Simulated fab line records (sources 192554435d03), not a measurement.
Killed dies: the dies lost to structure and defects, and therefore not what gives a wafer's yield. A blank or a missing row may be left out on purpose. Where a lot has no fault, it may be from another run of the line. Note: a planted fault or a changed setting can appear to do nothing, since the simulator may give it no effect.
Split-lot experiment + flow n5Finfet + on a route of 1938 steps: 7 lots, 21 wafers read

== THE SPLIT ITSELF ==
At N5_BEOL_M2_TRENCH_ETCH_37 (etches SiOC in C4F6/O2, target depth 55.555 nm, time 29.2 s), the setting biasW was moved away from the recipe's 185 W on 6 of the 21 wafers read, by -14.4% to +11.2%. For the rest of the wafers, this setting stayed at what the recipe calls for.

The reading comes from the split's own step.

== THE READING ==
rfVppV, in V, at N5_BEOL_M2_TRENCH_ETCH_37 (etches SiOC in C4F6/O2, target depth 55.555 nm, time 29.2 s). Typical for fault-free wafers on this fab line: 660 V, with standard deviation 14 V.

| wafer  | tool, chamber at the split | biasW as run, W | against the recipe | rfVppV, V | against lot-mates on the recipe |
|--------|----------------------------|-----------------|--------------------|-----------|---------------------------------|
| L077.1 | rieDiel-04, 3              | 185             | recipe             | 657       | -                               |
| L077.2 | rieDiel-04, 0              | 158.3           | -14.4%             | 577       | -76                             |
| L077.3 | rieDiel-04, 2              | 185             | recipe             | 650       | -                               |
| L078.3 | rieDiel-04, 3              | 185             | recipe             | 657       | -                               |
| L078.4 | rieDiel-04, 0              | 185             | recipe             | 652       | -                               |
| L078.5 | rieDiel-04, 3              | 185             | recipe             | 658       | -                               |
| L079.2 | rieDiel-04, 2              | 185             | recipe             | 649       | -                               |
| L079.4 | rieDiel-04, 1              | 195.7           | +5.8%              | 681       | +32                             |
| L079.5 | rieDiel-04, 3              | 195.7           | +5.8%              | 688       | +39                             |
| L080.3 | rieDiel-04, 2              | 185             | recipe             | 649       | -                               |
| L080.4 | rieDiel-04, 3              | 171.7           | -7.2%              | 620       | -33                             |
| L080.5 | rieDiel-04, 3              | 185             | recipe             | 657       | -                               |
| L091.4 | rieDiel-05, 1              | 185             | recipe             | 657       | -                               |
| L091.5 | rieDiel-05, 2              | 185             | recipe             | 660       | -                               |
| L091.6 | rieDiel-05, 1              | 185             | recipe             | 657       | -                               |
| L094.2 | rieDiel-04, 2              | 185             | recipe             | 649       | -                               |
| L094.3 | rieDiel-04, 1              | 185             | recipe             | 650       | -                               |
| L094.4 | rieDiel-04, 3              | 185             | recipe             | 657       | -                               |
| L095.2 | rieDiel-04, 0              | 205.8           | +11.2%             | 722       | +73                             |
| L095.3 | rieDiel-04, 3              | 205.8           | +11.2%             | 715       | +66                             |
| L095.5 | rieDiel-04, 2              | 185             | recipe             | 649       | -                               |

THE FIT
A straight line over all 21 wafers: rfVppV changes by +5.44 V for each +1% of biasW; r = +0.99; the points scatter about the line by 4.2 V.
The same after taking each lot's own level away (the mean of its wafers on the recipe; 21 wafers): +5.69 V for each +1%; r = +0.99; scatter 4 V.
On that fit, the largest move of biasW shifts the reading by 82 V.
Across the lots, their own levels run from 649.0 to 658.0 V, a range of 0.6 times the standard deviation given above.
The two slopes agree, so the slope changes little with the lot-to-lot level.
Check: -84 V against its lot-mates is what the line predicts for one of the wafers moved furthest among these (-14.4%) when that wafer is left out of the fit. It came out at -76.5 V against them.
Tool readings at the split's step, against how far the setting was moved: rfVppV r = +0.99.

== THE OTHER SPLITS THESE WAFERS WENT THROUGH ==
Note: prior to the reading, these wafers also went through further splits. Each is held against what the fit with the lots' levels taken away leaves over:
| other split on the same wafers | wafers away from the commonest value | r with rfVppV (lot level and that fit taken away) |
|--------------------------------|--------------------------------------|---------------------------------------------------|
| N5_BEOL_M0_SAQP_PECVD_04 timeS | 9                                    | -0.44                                             |
| N5_BEOL_M1_COAT_05 spinRpm     | 8                                    | +0.27                                             |
| N5_BEOL_M2_ALD_98 aldCycles    | 6                                    | +0.00                                             |

== FILE'S OWN FIT ==
rfVppV changes by +5.56 V for each +1% of biasW, r = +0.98.
